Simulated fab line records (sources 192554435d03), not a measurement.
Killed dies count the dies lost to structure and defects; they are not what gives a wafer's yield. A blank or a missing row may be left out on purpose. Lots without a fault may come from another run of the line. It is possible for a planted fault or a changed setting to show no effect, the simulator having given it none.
Which tool did it? ; flow n5 finfet ; 23 lots with 69 wafers sampled at 5 steps, on a route of 1938 steps

WHAT THE GAUGES SHOWED, per wafer
N5_BEOL_M8_OVL_MEAS_29.
lot;measured;on;V7_OVL (nm)
L074;day 10 01:50;overlay-02;0.6 0.0 0.6
L075;day 10 01:54;overlay-01;0.5 0.4 0.7
L077;day 10 01:57;overlay-02;0.8 0.4 0.1
L076;day 10 01:59;overlay-01;0.9 0.2 0.1
L080;day 10 20:46;overlay-01;0.0 -0.1 0.2
L079;day 10 22:43;overlay-01;-0.4 -0.5 -0.9
L078;day 10 23:11;overlay-02;0.9 0.9 0.6
L081;day 11 04:10;overlay-01;-0.5 0.1 -0.4
L082;day 11 16:52;overlay-02;0.2 -0.2 0.6
L083;day 11 20:39;overlay-01;0.5 -0.2 -0.2
L084;day 12 04:59;overlay-02;-0.3 -0.2 -0.7
L086;day 12 05:10;overlay-02;0.8 0.9 1.5
L085;day 12 14:14;overlay-02;-0.2 -0.7 -0.1
L087;day 13 02:46;overlay-02;-0.1 -0.6 0.7
L090;day 13 11:41;overlay-02;-0.9 -0.7 -0.7
L092;day 13 17:53;overlay-01;-1.0 -0.5 0.6
L089;day 14 02:12;overlay-01;0.5 0.5 0.4
L091;day 14 02:19;overlay-01;-0.1 -0.9 -0.8
L093;day 14 11:50;overlay-02;0.3 0.0 0.2
L094;day 14 21:02;overlay-02;1.6 1.3 0.4
L095;day 14 21:06;overlay-02;-0.6 0.1 -0.1
L096;day 15 04:46;overlay-02;1.5 -0.2 -0.7
L097;day 15 15:01;overlay-01;0.0 -1.3 -0.6

N5_BEOL_M8_INSPECT_58: inspects for defects (darkfield).
lot;measured;on;raw defect count
L074;day 10 04:44;defect inspect-02;129 109 77
L075;day 10 05:01;defect inspect-02;75 78 75
L077;day 10 05:17;defect inspect-01;87 75 102
L076;day 10 06:02;defect inspect-02;55 62 41
L080;day 11 02:29;defect inspect-02;137 98 73
L079;day 11 03:22;defect inspect-01;64 68 91
L078;day 11 03:50;defect inspect-01;94 37 43
L081;day 11 08:48;defect inspect-01;77 63 55
L082;day 11 20:12;defect inspect-01;50 100 58
L083;day 12 00:05;defect inspect-01;134 48 117
L084;day 12 08:11;defect inspect-01;60 133 96
L086;day 12 08:38;defect inspect-02;92 61 95
L085;day 12 17:45;defect inspect-01;77 72 88
L087;day 13 05:52;defect inspect-02;75 37 43
L090;day 13 14:57;defect inspect-01;37 36 58
L092;day 13 22:02;defect inspect-02;60 110 60
L089;day 14 05:23;defect inspect-02;64 48 31
L091;day 14 06:28;defect inspect-02;67 74 57
L093;day 14 14:31;defect inspect-02;45 49 56
L094;day 15 00:28;defect inspect-02;52 56 57
L095;day 15 00:32;defect inspect-02;94 92 98
L096;day 15 08:06;defect inspect-01;55 46 60
L097;day 15 19:31;defect inspect-01;90 81 83

EACH LOT AND THE TOOL THAT RAN IT (in order: tool; ch and the chambers of the sampled wafers; start)
lot;N5_BEOL_M8_DESCUM_33;N5_BEOL_M8_DEGAS_44;N5_BEOL_M8_ALD_77
L074;rie diel-03 ch 1,2,3, day 10 01:56;pvd sputter-02, day 10 02:59;ald metal-02 ch 0,1,2, day 10 03:05
L075;rie diel-04 ch 0,3, day 10 02:04;pvd sputter-01, day 10 03:07;ald metal-03 ch 0,3, day 10 03:13
L077;rie diel-02 ch 0,1,2, day 10 02:07;pvd sputter-01, day 10 03:12;ald metal-01 ch 2,3, day 10 03:18
L076;rie diel-04 ch 0,1,3, day 10 02:28;pvd sputter-02, day 10 03:25;ald metal-01 ch 1,2,3, day 10 03:35
L080;rie diel-03 ch 1,2, day 10 23:29;pvd sputter-01, day 11 00:28;ald metal-02 ch 1,2,3, day 11 00:39
L079;rie diel-03 ch 0,1,2, day 11 00:35;pvd sputter-03, day 11 01:43;ald metal-01 ch 0,1,3, day 11 01:49
L078;rie diel-04 ch 0,1, day 11 00:59;pvd sputter-03, day 11 02:01;ald metal-02 ch 0,2,3, day 11 02:07
L081;rie diel-03 ch 0,1, day 11 04:15;pvd sputter-03, day 11 05:28;ald metal-02 ch 1,2, day 11 05:48
L082;rie diel-04 ch 1,2,3, day 11 16:57;pvd sputter-03, day 11 18:00;ald metal-01 ch 0,3, day 11 18:07
L083;rie diel-02 ch 0,3, day 11 20:45;pvd sputter-01, day 11 22:25;ald metal-02 ch 1,2, day 11 22:31
L084;rie diel-02 ch 0,1,3, day 12 05:05;pvd sputter-03, day 12 06:11;ald metal-01 ch 0,1,3, day 12 06:17
L086;rie diel-04 ch 0,2,3, day 12 05:44;pvd sputter-02, day 12 06:47;ald metal-02 ch 0,1,3, day 12 06:53
L085;rie diel-04 ch 0,1,3, day 12 14:19;pvd sputter-02, day 12 15:41;ald metal-02 ch 1,2, day 12 15:48
L087;rie diel-02 ch 2,3, day 13 02:52;pvd sputter-02, day 13 04:01;ald metal-03 ch 0,1,3, day 13 04:08
L090;rie diel-04 ch 1,2,3, day 13 11:47;pvd sputter-03, day 13 13:19;ald metal-02 ch 0,1,3, day 13 13:25
L092;rie diel-04 ch 0,1,2, day 13 18:05;pvd sputter-02, day 13 19:47;ald metal-02 ch 1,2,3, day 13 19:56
L089;rie diel-02 ch 0,1, day 14 02:17;pvd sputter-01, day 14 03:40;ald metal-03 ch 1,2,3, day 14 03:47
L091;rie diel-02 ch 0,1,2, day 14 02:46;pvd sputter-01, day 14 03:55;ald metal-02 ch 0,1,2, day 14 04:02
L093;rie diel-03 ch 0,2,3, day 14 11:55;pvd sputter-03, day 14 12:55;ald metal-01 ch 0,1,2, day 14 12:59
L094;rie diel-04 ch 1,2, day 14 21:08;pvd sputter-02, day 14 22:24;ald metal-01 ch 1,2, day 14 22:30
L095;rie diel-02 ch 1,2, day 14 21:11;pvd sputter-02, day 14 22:31;ald metal-02 ch 0,1,2, day 14 22:38
L096;rie diel-02 ch 0,1,2, day 15 04:51;pvd sputter-03, day 15 05:55;ald metal-02 ch 0,1,3, day 15 06:01
L097;rie diel-02 ch 1,3, day 15 15:09;pvd sputter-02, day 15 16:25;ald metal-01 ch 0,1,2, day 15 16:37
- N5_BEOL_M8_DESCUM_33: chemistry O2, time 7 s.
- N5_BEOL_M8_DEGAS_44: time 60 s.
- N5_BEOL_M8_ALD_77: deposits TaN, target thk 2 nm, pulse time 2 s, purge time 3 s.

AS READ BY THE TOOLS THEMSELVES (means over the sampled wafers that have a number; for cases with no such wafer, the mark the record gives instead)
N5_BEOL_M8_DESCUM_33.
lot;tool;drypump motor current A (A);oes product au (a.u.);rf vpp V (V);showerhead plenum p Torr (Torr);throttle valve pct (%)
L074;rie diel-03;5.7;0.87;243.9;2.10;20.33
L075;rie diel-04;5.5;0.86;244.7;2.15;20.13
L077;rie diel-02;5.8;0.76;241.6;2.02;20.40
L076;rie diel-04;5.6;0.81;244.5;2.14;20.21
L080;rie diel-03;5.3;0.90;243.3;2.08;20.31
L079;rie diel-03;5.6;0.89;241.9;2.07;20.29
L078;rie diel-04;5.6;0.78;244.4;2.19;20.32
L081;rie diel-03;6.1;0.88;243.5;2.11;20.37
L082;rie diel-04;5.8;0.84;243.3;2.09;20.27
L083;rie diel-02;6.2;0.75;244.2;2.13;20.19
L084;rie diel-02;5.9;0.82;243.9;2.16;20.20
L086;rie diel-04;5.8;0.88;242.7;2.10;20.20
L085;rie diel-04;5.6;0.78;243.8;2.13;20.25
L087;rie diel-02;6.0;0.71;242.8;2.03;20.35
L090;rie diel-04;5.8;0.82;242.3;2.08;20.30
L092;rie diel-04;5.8;0.83;244.0;2.15;20.31
L089;rie diel-02;5.7;0.87;245.1;2.19;20.24
L091;rie diel-02;5.8;0.81;243.1;2.10;20.33
L093;rie diel-03;5.6;0.83;242.3;2.05;20.27
L094;rie diel-04;6.1;0.85;242.2;2.09;20.34
L095;rie diel-02;5.8;0.75;242.6;2.06;20.38
L096;rie diel-02;5.8;0.79;243.3;2.10;20.35
L097;rie diel-02;6.1;0.94;243.8;2.16;20.02

N5_BEOL_M8_DEGAS_44.
lot;tool;heater power w (W);susceptor temp C (C)
L074;pvd sputter-02;327;249.94
L075;pvd sputter-01;321;250.05
L077;pvd sputter-01;315;250.00
L076;pvd sputter-02;345;249.87
L080;pvd sputter-01;313;249.98
L079;pvd sputter-03;349;249.91
L078;pvd sputter-03;346;250.08
L081;pvd sputter-03;378;250.07
L082;pvd sputter-03;311;250.03
L083;pvd sputter-01;329;249.97
L084;pvd sputter-03;343;249.93
L086;pvd sputter-02;325;249.87
L085;pvd sputter-02;303;250.10
L087;pvd sputter-02;308;249.99
L090;pvd sputter-03;307;250.09
L092;pvd sputter-02;314;249.89
L089;pvd sputter-01;324;250.12
L091;pvd sputter-01;312;249.91
L093;pvd sputter-03;352;249.99
L094;pvd sputter-02;319;249.99
L095;pvd sputter-02;315;250.05
L096;pvd sputter-03;313;249.90
L097;pvd sputter-02;334;250.04

N5_BEOL_M8_ALD_77.
lot;tool;chamber pressure Torr (Torr);heater power w (W);precursor vessel carrier sccm (sccm);precursor vessel pressure torr (Torr);precursor vessel temp c (C);susceptor temp C (C)
L074;ald metal-02;3.007;466;1002;26.23;75.04;275.06
L075;ald metal-03;2.998;483;1006;26.23;75.11;275.07
L077;ald metal-01;2.999;399;1002;26.25;74.95;274.95
L076;ald metal-01;3.002;382;1000;26.24;74.98;274.93
L080;ald metal-02;3.001;431;1002;26.27;74.94;274.95
L079;ald metal-01;3.000;397;1003;26.25;74.99;275.02
L078;ald metal-02;2.998;435;1001;26.19;75.11;274.85
L081;ald metal-02;2.996;448;1001;26.27;74.99;275.05
L082;ald metal-01;2.997;429;1005;26.14;75.05;274.86
L083;ald metal-02;2.995;454;1003;26.25;74.86;274.84
L084;ald metal-01;3.000;402;1000;26.32;74.99;274.93
L086;ald metal-02;3.003;441;997;26.20;75.07;274.88
L085;ald metal-02;3.006;455;1001;26.25;74.85;274.99
L087;ald metal-03;3.003;468;1004;26.30;75.03;274.84
L090;ald metal-02;2.998;444;999;26.24;75.16;275.01
L092;ald metal-02;3.004;432;1003;26.23;75.07;275.21
L089;ald metal-03;3.000;421;1001;26.24;74.89;275.02
L091;ald metal-02;3.002;461;1000;26.30;74.98;275.08
L093;ald metal-01;3.000;399;1000;26.21;75.16;274.82
L094;ald metal-01;3.000;371;1001;26.22;75.02;274.96
L095;ald metal-02;2.999;471;998;26.23;74.99;275.07
L096;ald metal-02;2.997;448;999;26.26;75.10;274.83
L097;ald metal-01;3.002;401;1000;26.21;75.10;274.97

THE ANSWER, worked out from the rows above alone
Rule: what is usual is taken from the lots themselves. Put in order of their means at a reading, lots are off if they are a third of the lots or fewer, leave a main group of 4 or more, and stand apart from it by a gap of 3 or more times the standard deviation of the main group's means; of several such gaps the widest counts. If all means in a main group match to the digits the tables above print for the reading, that group is not used. A lot without any number at a reading at which 4 lots or more have one is off too. All remaining lots with rows at the step are treated as sound. Order of review: gauges by route order, followed by the tools' own readings, for which a lot's mean as printed above is used. The first step at which some lot is off is used, and at that step the reading that is off furthest; a lot without a number counts as furthest.
Across all readings shown, no lot is off: no conclusion can be drawn from this.

WHAT THE SIMULATOR PUT IN
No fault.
